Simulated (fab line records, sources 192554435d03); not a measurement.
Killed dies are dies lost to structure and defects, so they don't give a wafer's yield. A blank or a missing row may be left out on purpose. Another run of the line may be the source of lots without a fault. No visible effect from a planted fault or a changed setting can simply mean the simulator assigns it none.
fab line records	flow n5Finfet
record lots=7	wafers=21	lastDay=17
route steps=1938 shown BEOL_M3@951 BEOL_M4@1111 PASSIVATION@1936
lots that met no fault: from a run of the same line without faults
startH: start of the lot's first displayed wafer, in hours after the record's first day	waitH: time in hours since the lot's previous step	" unchanged from the row above	L1.1+2: several wafers, shown together as one row	- value missing, or start not given	* or withheld: withheld	< > ~ a bound
route shown NAME@n: names a module that has steps shown in the file, with the first one's number in the route	usual: mean/standard deviation of fault-free wafers	same: alike in all rows	chamber/n: place in a boat	sites: per-site readings	_std_site: the values' standard deviation	_edge_site: the outer-site mean with the inner-site mean subtracted	radiusMm: how far each site lies from the wafer's centre	mask NAME#n: copy n	behind: tool/chamber where the wafer was last shaped	hold: the reason the lot was held/the length of the hold in hours/how it ended	device: names the non-switching transistor (n, p or np)	end of line: the tests these same wafers got at the end of their route	a step without rows: its recipe alone	killed: at the first sort, the dies lost to defects and structure; wafer yield is something else	map: a wafer's dies, marking killed ones x, the rest . and places with no die _
set.NAME: the setting the step ran with; set.NAME@STEP: the setting that earlier step ran with	model.NAME: the simulator's own value behind a step, which no gauge read
a table for each step, a row for each wafer; lots at some steps of the route
services: from which hour (startH, from the record's first day; less than 0 if before it) a tool's chamber was out of use, for how many hours, and why
## steps
# step N5_BEOL_M3_STRIP_65
# recipe chemistry=N2/H2	tempC=40	n2FlowSccm=200	h2FlowSccm=200	rfFrequencyHz=6e+07
# step N5_BEOL_M3_STRIP_75
# recipe chemistry=N2/H2	tempC=40	n2FlowSccm=200	h2FlowSccm=200	rfFrequencyHz=6e+07
# step N5_BEOL_M3_STRIP_66
# recipe chemistry=CF4	resist=SiARC	powerW=300	biasPowerW=75	pressureMtorr=50	cf4FlowSccm=150	rfFrequencyHz=6e+07
# usual drypumpMotorCurrentA=5.8/0.39	oesProductAu=0.73/0.052	rfVppV=271.1/1.6	showerheadPlenumPTorr=1.79/0.058	throttleValvePct=13.67/0.13
lot.wafer	tool	chamber	startH	waitH	drypumpMotorCurrentA	oesProductAu	rfHoursCounterH	rfVppV	showerheadPlenumPTorr	throttleValvePct
L878.4	rieDiel-02	3	164.37	0.0	5.9	0.71	-	268.4	1.71	13.69
L878.5	"	0	"	"	5.7	0.73	-	271.3	1.81	13.60
L878.6	"	2	"	"	4.9	0.73	-	271.8	1.78	13.52
L884.1	rieDiel-02	1	198.75	0.0	6.2	0.72	195	272.4	1.86	13.69
L884.3	"	3	"	"	5.9	0.70	206	268.9	1.71	13.73
L884.4	"	0	"	"	5.7	0.71	170	270.0	1.80	13.61
L886.3	rieDiel-02	2	212.47	0.0	4.9	0.72	196	271.1	1.78	13.58
L886.4	"	0	"	"	5.7	0.71	174	272.4	1.80	13.62
L886.6	"	0	"	"	5.7	0.72	-	272.0	1.80	13.62
L893.2	rieDiel-05	1	265.62	0.0	5.7	0.70	198	269.7	1.71	13.97
L893.3	"	3	"	"	5.6	0.68	243	272.4	1.82	13.70
L893.5	"	3	"	"	5.6	0.69	-	272.6	1.82	13.69
L894.2	rieDiel-01	3	273.59	0.0	5.0	0.69	222	269.7	1.71	13.70
L894.4	"	1	"	"	6.5	0.84	69	270.9	1.82	13.47
L894.6	"	0	"	"	6.0	0.75	-	269.6	1.72	13.87
L896.1	rieDiel-01	2	278.31	0.0	5.9	0.71	214	271.3	1.85	13.88
L896.4	"	0	"	"	6.0	0.75	178	270.1	1.72	13.88
L896.6	"	2	"	"	6.0	0.70	-	272.1	1.85	13.88
L898.1	rieDiel-05	1	283.18	0.0	5.7	0.70	202	268.9	1.71	13.98
L898.4	"	3	"	"	5.6	0.68	247	272.5	1.82	13.69
L898.5	"	2	"	"	5.6	0.69	-	271.9	1.83	13.74
# step N5_BEOL_M3_HM_OPEN_17
# recipe chemistry=Cl2/BCl3	targetDepthA=200	overetchA=60	target=TiN	maskMaterial=SOC	ionEnergyEv=150	pressureMtorr=10	icpW=1000	biasW=126	Cl2_flow_sccm=53.25	bcl3FlowSccm=21.75	Ar_flow_sccm=25
# usual bcl3FlowSccm=21.75/0.062	drypumpMotorCurrentA=5.9/0.37	oesProductAu=0.67/0.085	throttleValvePct=22.16/0.22
lot.wafer	tool	chamber	startH	waitH	bcl3FlowSccm	drypumpMotorCurrentA	oesProductAu	rfHoursCounterH	throttleValvePct
L878.4	rieMetal-02	0	164.49	0.1	21.83	6.3	0.77	-	22.21
L878.5	"	0	"	"	21.80	6.3	0.78	-	22.20
L878.6	"	0	"	"	21.84	6.3	0.77	-	22.20
L884.1	rieMetal-02	0	198.79	0.0	21.65	6.3	0.74	9	22.22
L884.3	"	1	"	"	21.78	6.5	0.60	-	22.14
L884.4	"	0	"	"	21.73	6.3	0.75	-	22.20
L886.3	rieMetal-02	1	212.54	0.1	21.80	6.5	0.60	-	22.17
L886.4	"	0	"	"	21.75	6.3	0.74	-	22.22
L886.6	"	1	"	"	21.69	6.5	0.60	-	22.15
L893.2	rieMetal-03	0	265.66	0.0	21.78	5.6	0.83	1	21.91
L893.3	"	0	"	"	21.73	5.6	0.83	-	21.90
L893.5	"	1	"	"	21.74	5.5	0.60	-	22.22
L894.2	rieMetal-01	1	273.63	0.0	21.77	6.1	0.72	27	22.38
L894.4	"	0	"	"	21.76	5.7	0.74	-	21.70
L894.6	"	1	"	"	21.81	6.0	0.72	-	22.38
L896.1	rieMetal-01	1	278.35	0.0	21.73	6.1	0.71	27	22.39
L896.4	"	1	"	"	21.77	6.1	0.71	-	22.40
L896.6	"	1	"	"	21.75	6.1	0.71	-	22.39
L898.1	rieMetal-02	1	283.23	0.0	21.71	6.5	0.58	83	22.17
L898.4	"	1	"	"	21.70	6.5	0.59	-	22.15
L898.5	"	0	"	"	21.83	6.3	0.73	-	22.23
# step N5_BEOL_M3_STRIP_19
# recipe chemistry=O2	powerW=400	tempC=40	pressureMtorr=30	rfFrequencyHz=6e+07	biasPowerW=0	overashFraction=0.2	o2FlowSccm=225
# usual drypumpMotorCurrentA=5.7/0.43	oesProductAu=0.74/0.053	rfVppV=3.7/0.48	showerheadPlenumPTorr=2.10/0.069	throttleValvePct=16.75/0.16
lot.wafer	tool	chamber	startH	waitH	drypumpMotorCurrentA	oesProductAu	rfHoursCounterH	rfVppV	showerheadPlenumPTorr	throttleValvePct
L878.4	rieDiel-02	3	164.69	0.2	5.9	0.71	-	4.2	2.00	16.79
L878.5	"	2	"	"	4.9	0.73	-	4.7	2.07	16.50
L878.6	"	0	"	"	5.7	0.73	-	3.3	2.10	16.59
L884.1	rieDiel-01	1	198.91	0.1	6.5	0.90	46	4.6	2.13	16.52
L884.3	"	3	"	"	5.0	0.71	201	3.6	2.01	16.80
L884.4	"	0	"	"	6.1	0.77	154	3.5	2.03	17.00
L886.3	rieDiel-02	1	212.62	0.1	6.2	0.71	199	3.6	2.17	16.76
L886.4	"	3	"	"	5.9	0.68	210	4.3	2.00	16.82
L886.6	"	3	"	"	5.9	0.69	-	4.2	2.00	16.82
L893.2	rieDiel-01	1	265.77	0.1	6.5	0.88	66	3.7	2.12	16.55
L893.3	"	3	"	"	5.0	0.70	220	4.3	2.01	16.83
L893.5	"	3	"	"	5.0	0.70	-	3.8	2.01	16.83
L894.2	rieDiel-05	3	273.81	0.2	5.6	0.69	245	3.7	2.16	16.84
L894.4	"	1	"	"	5.7	0.70	201	3.8	2.00	17.14
L894.6	"	3	"	"	5.6	0.70	-	4.2	2.16	16.86
L896.1	rieDiel-01	0	278.46	0.1	6.0	0.76	178	4.1	2.02	17.03
L896.4	"	2	"	"	6.0	0.70	214	3.8	2.14	16.82
L896.6	"	2	"	"	6.0	0.69	-	2.9	2.14	16.82
L898.1	rieDiel-02	0	283.34	0.1	5.8	0.72	194	4.1	2.08	16.63
L898.4	"	2	"	"	4.9	0.72	216	3.8	2.06	16.59
L898.5	"	3	"	"	5.9	0.67	-	3.7	1.99	16.87
# step N5_BEOL_M3_CD_MEAS_18
# recipe pitchNm=36	targetCdNm=18
# usual cdNm=17.9/0.33
lot.wafer	tool	chamber	startH	waitH	cdNm
L878.4	cdSem-02	-	164.76	0.0	18.1
L878.5	"	-	"	"	18.1
L878.6	"	-	"	"	18.3
L884.1	cdSem-01	-	198.97	0.0	17.9
L884.3	"	-	"	"	18.3
L884.4	"	-	"	"	18.6
L886.3	cdSem-03	-	212.70	0.1	17.7
L886.4	"	-	"	"	18.2
L886.6	"	-	"	"	18.0
L893.2	cdSem-01	-	265.85	0.1	18.0
L893.3	"	-	"	"	17.8
L893.5	"	-	"	"	17.9
L894.2	cdSem-02	-	273.89	0.1	18.0
L894.4	"	-	"	"	17.6
L894.6	"	-	"	"	18.1
L896.1	cdSem-02	-	278.53	0.0	17.4
L896.4	"	-	"	"	17.7
L896.6	"	-	"	"	17.7
L898.1	cdSem-02	-	283.41	0.0	17.6
L898.4	"	-	"	"	18.2
L898.5	"	-	"	"	18.0
# step N5_BEOL_M3_COAT_67
# recipe resist=SOC	tempC=250	timeS=60	spinRpm=1500	resistThkNm=60
# step N5_BEOL_M3_COAT_68
# recipe resist=SiARC	tempC=220	timeS=60	spinRpm=1500	resistThkNm=12
# step N5_BEOL_M3_COAT_76
# recipe resist=underlayer	tempC=205	timeS=60	spinRpm=1500	resistThkNm=5
# step N5_BEOL_M3_COAT_22
# recipe resist=CAR-EUV	spinRpm=1500	resistThkNm=30
# step N5_BEOL_M3_EBR_24
# recipe solvent=PGMEA	ebrWidthMm=1.5
# step N5_BEOL_M3_SOFTBAKE_23
# recipe tempC=110	timeS=60	resist=CAR-EUV
# step N5_BEOL_M3_EXPOSE_25
# recipe maskId=V2	na=0.33	sourceShape=quasar	sigmaInner=0.2	sigmaOuter=0.8	polarization=unpolarized	defocusNm=5	doseMj=63
# usual exposureDoseMJCm2=62.80/0.081
# same sigmaInner=0.2
lot.wafer	tool	chamber	startH	waitH	mask	exposureDoseMJCm2
L878.4	euvScanner-02	0	165.08	-	V2#0	62.76
L878.5	"	0	"	"	V2#0	62.74
L878.6	"	0	"	"	V2#0	62.67
L884.1	euvScanner-02	0	199.27	-	V2#0	62.77
L884.3	"	0	"	"	V2#0	62.72
L884.4	"	0	"	"	V2#0	62.65
L886.3	euvScanner-01	0	212.89	-	V2#0	62.77
L886.4	"	0	"	"	V2#0	62.84
L886.6	"	0	"	"	V2#0	62.81
L893.2	euvScanner-01	0	266.16	-	V2#0	64.35
L893.3	"	0	"	"	V2#0	64.38
L893.5	"	0	"	"	V2#0	64.43
L894.2	euvScanner-01	0	274.07	-	V2#0	64.02
L894.4	"	0	"	"	V2#0	64.09
L894.6	"	0	"	"	V2#0	64.11
L896.1	euvScanner-01	0	278.83	-	V2#0	63.79
L896.4	"	0	"	"	V2#0	63.81
L896.6	"	0	"	"	V2#0	63.80
L898.1	euvScanner-02	0	283.71	-	V2#0	62.70
L898.4	"	0	"	"	V2#0	62.80
L898.5	"	0	"	"	V2#0	62.72
# step N5_BEOL_M3_PEB_26
# recipe pebTempC=100	pebTimeS=60	resist=CAR-EUV
# step N5_BEOL_M4_RC_MEAS_101
# usual DIBL_N=36.0/1.6	DIBL_P=36.1/2	IOFF_N=0.160/0.029	IOFF_P=0.21/0.039	ION_N=675/13	ION_P=464/8.8	SS_N=71.5/0.58	SS_P=73.3/0.65	VT_N=250/3.3	VT_P=-249/3.6
lot.wafer	tool	chamber	startH	waitH	DIBL_N[mV/V]	DIBL_P[mV/V]	IOFF_N[nA/um]	IOFF_P[nA/um]	ION_N[uA/um]	ION_P[uA/um]	SS_N[mV/dec]	SS_P[mV/dec]	VT_N[mV]	VT_P[mV]
L878.4	prober-02	0	187.27	0.5	35.3	35.7	0.135	0.17	667	455	72.0	72.2	252	-256
L878.5	"	0	"	"	33.8	33.5	0.111	0.14	656	454	71.8	72.8	256	-258
L878.6	"	0	"	"	35.2	34.8	0.135	0.17	675	460	71.8	73.1	253	-254
L884.1	prober-02	0	220.01	0.0	36.2	34.9	0.161	0.21	669	460	71.2	73.3	250	-247
L884.3	"	0	"	"	38.6	37.5	0.207	0.25	681	456	72.4	73.8	246	-248
L884.4	"	0	"	"	39.3	39.8	0.235	0.27	705	476	72.2	74.7	241	-248
L886.3	prober-01	0	236.55	0.3	37.6	38.9	0.199	0.28	697	488	71.8	73.8	247	-243
L886.4	"	0	"	"	35.5	35.7	0.150	0.22	671	464	71.2	73.6	251	-246
L886.6	"	0	"	"	36.2	37.1	0.167	0.24	683	474	71.8	73.1	248	-245
L893.2	prober-02	0	286.48	0.2	37.5	38.7	0.187	0.26	682	474	72.0	73.6	244	-248
L893.3	"	0	"	"	36.8	37.7	0.163	0.24	679	463	71.4	73.5	250	-248
L893.5	"	0	"	"	35.9	35.8	0.155	0.21	694	474	71.5	72.6	247	-246
L896.1	prober-02	0	294.45	0.0	34.6	35.7	0.152	0.22	666	456	71.4	73.7	250	-247
L896.4	"	0	"	"	31.8	33.1	0.106	0.18	655	457	70.4	72.1	255	-252
L896.6	"	0	"	"	30.4	31.7	0.092	0.16	650	453	70.9	72.3	259	-254
L894.2	prober-01	0	298.10	0.2	34.5	32.2	0.118	0.15	661	451	71.3	71.8	253	-256
L894.4	"	0	"	"	36.1	35.1	0.159	0.19	672	458	72.0	72.5	247	-253
L894.6	"	0	"	"	33.9	32.0	0.126	0.15	681	461	70.8	71.9	250	-253
L898.1	prober-01	0	301.85	0.0	37.7	37.7	0.188	0.25	670	463	72.1	73.4	248	-244
L898.4	"	0	"	"	36.6	37.8	0.174	0.26	666	471	72.0	73.7	248	-244
L898.5	"	0	"	"	35.3	35.9	0.151	0.22	675	465	70.9	72.9	249	-248
# step N5_PASSIVATION_PROBE_49
# usual defectLimitedYield=91.0/1.3	killed_at_M0_to_M3=36/9.5	killed_at_M4_up=14/5.6	killedAtContacts=12/6.4	killedAtFrontEnd=40/10	killedAtOther=3.2/3	killedDies=107/15	killedOpen=69/12	killedShort=35/7.7	sort_bin_5_function=5.3/0.91	sort_bin_6_memory=3.3/0.65	sortNPass=1073/15	sortYieldPct=91.0/1.3
# same grossDies=1180	killedAtBackSide=0	sort_bin_4_leakage[%]=0	sort_bin_8_speed[%]=0
lot.wafer	tool	chamber	startH	waitH	defectLimitedYield[%]	killed_at_M0_to_M3	killed_at_M4_up	killedAtContacts	killedAtFrontEnd	killedAtOther	killedDies	killedOpen	killedShort	sort_bin_5_function[%]	sort_bin_6_memory[%]	sortNPass	sortYieldPct[%]
L878.4	prober-01	-	293.64	0.2	91.6	47	13	4	34	1	99	52	40	5.0	2.2	1081	91.6
L878.5	prober-01	-	293.69	0.2	92.5	34	9	5	33	8	89	53	31	4.3	2.7	1091	92.5
L878.6	prober-01	-	293.74	0.3	90.8	49	11	14	32	2	108	68	38	5.4	3.2	1072	90.8
L884.1	prober-02	-	332.97	0.5	90.3	38	13	19	41	3	114	81	33	5.4	4.0	1066	90.3
L884.3	prober-02	-	333.07	0.6	92.0	34	23	11	24	2	94	57	33	4.3	3.3	1086	92.0
L884.4	prober-02	-	333.12	0.7	90.7	51	12	13	34	0	110	66	41	5.3	3.6	1070	90.7
L886.3	prober-01	-	354.78	0.1	89.6	52	16	13	38	4	123	78	43	6.3	4.1	1057	89.6
L886.4	prober-01	-	354.83	0.2	90.7	36	15	20	39	0	110	73	36	5.8	3.2	1070	90.7
L886.6	prober-01	-	354.93	0.3	92.4	23	14	20	31	2	90	67	22	4.8	2.6	1090	92.4
L898.1	prober-01	-	410.00	0.0	92.1	20	19	24	29	1	93	63	29	4.3	3.4	1087	92.1
L898.4	prober-01	-	410.15	0.2	91.4	35	13	29	22	2	101	76	23	5.3	3.1	1079	91.4
L898.5	prober-01	-	410.20	0.2	90.8	42	14	14	36	3	109	63	44	5.1	3.9	1071	90.8
# killed by level:class
L878.4 BEOL_M0_SAQP:geometricParticle:short=11 BEOL_M3:geometricParticle:open=9 BEOL_M2:geometricParticle:open=7 FIN_SAQP:geometricParticle:short=6 BEOL_M2:geometricParticle:short=6 HKMG_FIN:areaEtch=6 BEOL_M0_SAQP:geometricParticle:open=5 BEOL_M1:geometricParticle:open=5
L878.5 BEOL_M3:geometricParticle:open=14 FIN_SAQP:geometricParticle:short=6 STI_FIN_REVEAL:geometricParticle:open=6 BEOL_M2:geometricParticle:open=6 FIN_SAQP:geometricParticle:open=4 MOL_CONTACT_COAG:geometricParticle:open=4 BEOL_M0_SAQP:geometricParticle:open=4 GATE_CUT:geometricParticle:short=3
L878.6 BEOL_M3:geometricParticle:open=11 MOL_CONTACT_COAG:geometricParticle:open=10 BEOL_M2:geometricParticle:open=10 FIN_SAQP:geometricParticle:open=9 FIN_SAQP:geometricParticle:short=9 BEOL_M0_SAQP:geometricParticle:open=8 BEOL_M0_SAQP:geometricParticle:short=7 BEOL_M4:geometricParticle:open=6
L884.1 FIN_SAQP:geometricParticle:open=13 MOL_CONTACT_COAG:geometricParticle:open=13 BEOL_M3:geometricParticle:open=11 FIN_SAQP:geometricParticle:short=8 MOL_CONTACT_COAG:geometricParticle:short=6 BEOL_M1:geometricParticle:open=6 BEOL_M0_SAQP:geometricParticle:open=5 BEOL_M2:geometricParticle:open=5
L884.3 MOL_CONTACT_COAG:geometricParticle:open=8 BEOL_M3:geometricParticle:open=8 BEOL_M5:geometricParticle:open=7 BEOL_M0_SAQP:geometricParticle:short=6 BEOL_M0_SAQP:geometricParticle:open=6 BEOL_M1:geometricParticle:open=6 STI_FIN_REVEAL:geometricParticle:open=5 STARTING-WAFER:geometricParticle:open=4
L884.4 MOL_CONTACT_COAG:geometricParticle:open=10 BEOL_M3:geometricParticle:open=10 BEOL_M1:geometricParticle:open=9 BEOL_M0_SAQP:geometricParticle:short=8 FIN_SAQP:geometricParticle:open=7 STI_FIN_REVEAL:geometricParticle:open=6 BEOL_M0_SAQP:geometricParticle:open=6 BEOL_M3:geometricParticle:short=6
L886.3 BEOL_M0_SAQP:geometricParticle:open=18 BEOL_M0_SAQP:geometricParticle:short=12 MOL_CONTACT_COAG:geometricParticle:open=10 STI_FIN_REVEAL:geometricParticle:open=7 GATE_CUT:geometricParticle:short=6 BEOL_M4:geometricParticle:open=6 FIN_SAQP:geometricParticle:short=5 BEOL_M1:geometricParticle:short=5
L886.4 MOL_CONTACT_COAG:geometricParticle:open=17 BEOL_M3:geometricParticle:open=11 BEOL_M4:geometricParticle:open=9 ILD0:geometricParticle:short=7 BEOL_M0_SAQP:geometricParticle:short=7 FIN_SAQP:geometricParticle:short=5 STI_FIN_REVEAL:geometricParticle:open=5 DUMMY_GATE:geometricParticle:open=5
L886.6 MOL_CONTACT_COAG:geometricParticle:open=16 STI_FIN_REVEAL:geometricParticle:open=8 BEOL_M3:geometricParticle:open=7 BEOL_M1:geometricParticle:open=6 BEOL_M4:geometricParticle:open=6 GATE_CUT:geometricParticle:short=5 FIN_SAQP:geometricParticle:open=4 ILD0:geometricParticle:open=4
L898.1 MOL_CONTACT_COAG:geometricParticle:open=17 BEOL_M4:geometricParticle:open=10 BEOL_M1:geometricParticle:open=7 MOL_CONTACT_COAG:geometricParticle:short=6 FIN_SAQP:geometricParticle:short=5 DUMMY_GATE:geometricParticle:open=5 BEOL_M3:geometricParticle:open=5 FIN_SAQP:geometricParticle:open=4
L898.4 MOL_CONTACT_COAG:geometricParticle:open=27 BEOL_M0_SAQP:geometricParticle:open=8 BEOL_M2:geometricParticle:open=7 BEOL_M4:geometricParticle:open=7 STI_FIN_REVEAL:geometricParticle:open=5 BEOL_M1:geometricParticle:open=4 BEOL_M2:geometricParticle:short=4 BEOL_M7:geometricParticle:open=4
L898.5 BEOL_M0_SAQP:geometricParticle:open=13 BEOL_M0_SAQP:geometricParticle:short=12 MOL_CONTACT_COAG:geometricParticle:open=11 FIN_SAQP:geometricParticle:short=10 BEOL_M4:geometricParticle:open=7 FIN_SAQP:geometricParticle:open=4 STI_FIN_REVEAL:geometricParticle:open=4 BEOL_M2:geometricParticle:open=4
## services
tool	chamber	startH	hours	kind
rieMetal-02	1	140.89	24.9	repair
euvScanner-02	-	152.67	-	calibration
rieDiel-02	1	163.00	10.2	repair
euvScanner-01	-	167.80	1.0	pm
rieDiel-05	1	177.64	1.4	repair
rieMetal-02	-	177.85	0.3	repair
rieDiel-01	0	181.02	4.1	repair
euvScanner-01	0	184.87	-	calibration
rieMetal-01	0	188.31	14.9	repair
euvScanner-02	-	193.31	1.0	pm
euvScanner-02	0	194.62	-	calibration
euvScanner-01	-	194.71	5.8	pm
euvScanner-02	-	205.09	4.6	pm
euvScanner-01	-	223.95	1.0	pm
rieMetal-03	0	231.55	-	clean
rieMetal-03	0	231.55	20.6	scheduledDown
rieMetal-03	0	231.55	20.6	ventCycle
euvScanner-02	-	249.46	1.0	pm
rieMetal-01	-	249.72	2.8	pm
rieMetal-01	-	255.36	4.0	pm
euvScanner-01	-	280.10	1.0	pm
## key
firstSign step=N5_BEOL_M3_EXPOSE_25	reading=exposureDoseMJCm2	direction=up	sigmas=16	usual=62.80	struck=64.09
effect none on later readings
metAt N5_BEOL_M3_EXPOSE_25
struckWafers L893.2,L893.3,L893.5,L894.2,L894.4,L894.6,L896.1,L896.4,L896.6
rowsEnd L893.2,L893.3,L893.5,L894.2,L894.4,L894.6,L896.1,L896.4,L896.6
loopTrim step=N5_BEOL_M3_EXPOSE_25	setting=dose	lots=L894,L896
onsetBetween 212.89 266.16
earlierFault kind=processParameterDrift	tool=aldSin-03	chamber=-	onsetH=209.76	steps=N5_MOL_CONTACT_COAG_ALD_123	channel=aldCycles	offset=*	shape=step	actsIn=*	stated=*
fault kind=processParameterDrift	tool=euvScanner-01	chamber=-	onsetH=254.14	steps=N5_BEOL_M3_EXPOSE_25	channel=doseMj	offset=1.5768	shape=step	actsIn=theseRecipesOnly	stated=63
# rowsEnd: these wafers met a further fault down the route, and their rows from its step on are left out
# loopTrim: a control loop set the setting to another value than it would have without faults
